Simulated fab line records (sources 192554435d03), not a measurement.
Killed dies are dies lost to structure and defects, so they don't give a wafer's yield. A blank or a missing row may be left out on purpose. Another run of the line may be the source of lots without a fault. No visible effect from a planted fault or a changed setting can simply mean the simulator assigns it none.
A struck lot beside a sound one | flow n5Finfet | 14 out of 1938 route steps
Sound: these wafers, L262.1, L262.4, L262.5. Struck: wafer L268.6 (L268.2, L268.3, from the same lot, were not struck and are left out); the cause is given at the end.
At each step with rows: each side's tool, then ch and its chambers, then its first start. Under that, the readings that differ: sound wafers | struck wafers | difference of the means | sigmas: that difference in standard deviations of wafers without a fault.
alike: readings whose means differ by less than 2 such deviations, and words and numbers that are the same on both sides. not compared: withheld readings, readings that some wafer has no value for, bounds like >300 that may hide the same value, and numbers for which the record gives no deviation and whose values overlap.
Wherever a step has rows on one side only, a row that says differs or no value, or a row with sigmas, the two part there. When numbers do not overlap yet have no deviation, they are printed without sigmas and do not part them. Lack of a reading on every wafer of one side parts them only where that side has two or more wafers.

N5_HKMG_FIN_STRIP_89: strips SOC in N2/H2, time 20 s.
  sound on rieDiel-04 ch 0,1,3, day 5 21:22; struck on rieDiel-01 ch 0, day 7 06:05
  alike: drypumpMotorCurrentA, oesProductAu, rfVppV, showerheadPlenumPTorr, throttleValvePct
  not compared: rfHoursCounterH
then, 1 step without rows for these wafers: N5_HKMG_FIN_WET_ETCH_87 (etches TiN in SC1, time 154.2 s, target depth 4.7 nm, rinse time 30 s).
N5_HKMG_FIN_STRIP_88: strips in N2/H2, time 360 s.
  sound on plasmaAsher-01 ch 0,1, day 5 21:33; struck on plasmaAsher-02 ch 0, day 7 06:17
reading                  | sound       | struck | difference | sigmas
drypumpMotorCurrentA (A) | 6.0 6.1 6.5 | 5.1    | -1.1       | -2
  alike: heaterPowerW
  not compared: rfHoursCounterH
N5_HKMG_FIN_NWFM_ALD_20: deposits TiAlC, target thk 2 nm, pulse time 3 s, purge time 2 s.
  sound on aldMetal-01 ch 0,3, day 5 21:56; struck on aldMetal-02 ch 0, day 7 06:40
reading          | sound       | struck | difference | sigmas
heaterPowerW (W) | 475 463 468 | 582    | +113       | +3
  alike: precursorPulseHeightRel
  not compared: aldCycles
then, 6 steps without rows for these wafers: N5_HKMG_FIN_ALD_71 (deposits TiN, target thk 1 nm, pulse time 1 s, purge time 3 s); N5_HKMG_FIN_COAT_66 (time 60 s, resist thk 300 nm); N5_HKMG_FIN_ETCH_67 (etches SOC in N2/H2, stops on TiN, target depth 388.9 nm); N5_HKMG_FIN_STRIP_90 (strips SOC in N2/H2, time 20 s); N5_HKMG_FIN_WET_ETCH_73 (etches the open film in SC1, time 42.3 s, target depth 1.3 nm, rinse time 30 s); N5_HKMG_FIN_ETCHBACK_68 (etches the open film in Cl2/Ar, stops on HfO2, target depth 0.5 nm).
N5_HKMG_FIN_STRIP_69: strips in N2/H2, time 360 s.
  sound on plasmaAsher-02 ch 0, day 5 22:49; struck on plasmaAsher-02 ch 1, day 7 07:32
  alike: drypumpMotorCurrentA, heaterPowerW
  not compared: rfHoursCounterH
N5_HKMG_FIN_ALD_21: deposits TiN, target thk 1.5 nm, pulse time 1 s, purge time 3 s.
  sound on aldMetal-01 ch 2,3, day 5 23:13; struck on aldMetal-01 ch 2, day 7 07:56
  alike: heaterPowerW, precursorPulseHeightRel
  not compared: aldCycles
N5_HKMG_FIN_ALD_72: deposits W, target thk 2 nm, pulse time 1 s, purge time 2 s.
  sound on cvdW-02 ch 0,1, day 5 23:34; struck on cvdW-02 ch 0, day 7 08:17
reading                               | sound | struck | difference | sigmas
aldCycles                             | 7 7 7 | 8      | +1         | 
model.W_of_HKMG_FIN_ALD_72.thkNm (nm) | 2 2 2 | 2.2    | +0.2       | 
  alike: heaterPowerW, precursorPulseHeightRel
then, 1 step without rows for these wafers: N5_HKMG_FIN_W_FILL_22 (material W, target thk 60 nm, time 18.2 s).

WHERE THEY PART
At N5_HKMG_FIN_STRIP_88 first; at N5_HKMG_FIN_NWFM_ALD_20 last (within this record only). Later steps at which nothing parts them and some readings are alike: N5_HKMG_FIN_STRIP_69, N5_HKMG_FIN_ALD_21, N5_HKMG_FIN_ALD_72.

WHY: whatever the simulator had introduced
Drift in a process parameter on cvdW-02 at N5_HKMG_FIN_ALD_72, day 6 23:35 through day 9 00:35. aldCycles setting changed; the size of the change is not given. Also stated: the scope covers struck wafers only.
